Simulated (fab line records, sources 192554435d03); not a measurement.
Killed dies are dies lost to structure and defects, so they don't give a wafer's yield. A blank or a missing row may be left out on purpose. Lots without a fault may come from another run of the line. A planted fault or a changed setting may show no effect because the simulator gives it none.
Which tool did it? | flow n5_finfet | 11 lots, 33 wafers sampled, at 1 step of a route of 1938

WHAT THE GAUGES READ, wafer by wafer
N5_MOL_CONTACT_COAG_CD_MEAS_84: target cd 25.1 nm.
lot  | measured     | on        | cd_nm (nm)
L075 | day 5 13:35  | cd_sem-02 | 25.27 25.44 24.80
L077 | day 5 22:49  | cd_sem-02 | 24.53 25.14 25.33
L079 | day 6 09:26  | cd_sem-01 | 25.32 24.82 25.10
L081 | day 6 18:01  | cd_sem-02 | 25.19 24.86 24.68
L083 | day 7 08:29  | cd_sem-01 | 24.66 24.95 24.91
L086 | day 8 07:08  | cd_sem-01 | 25.10 25.08 25.34
L088 | day 8 14:11  | cd_sem-02 | 25.49 25.25 25.70
L090 | day 9 00:44  | cd_sem-02 | 25.16 24.99 25.14
L093 | day 9 19:26  | cd_sem-03 | 24.95 24.91 25.66
L095 | day 10 09:28 | cd_sem-01 | 24.90 25.08 24.72
L097 | day 10 18:52 | cd_sem-03 | 24.99 25.27 25.27

WHICH TOOL RAN EACH LOT (tool, then ch and the chambers of the sampled wafers, then the start)
The record holds no process step before these readings.

THE ANSWER, worked out from the rows above alone
Rule: what is usual is taken from the lots themselves. Put in order of their means at a reading, lots are off if they are a third of the lots or fewer, leave a main group of 4 or more, and stand apart from it by a gap of 3 or more times the standard deviation of the main group's means; of several such gaps the widest counts. A main group whose means are all the same, to the digits that the tables above print for the reading, isn't used. A lot without any number at a reading at which 4 lots or more have one is off too. The other lots that the step has rows for count as sound.
No lot is off at any reading shown: from this, nothing can be told.

WHAT THE SIMULATOR HAD PUT IN
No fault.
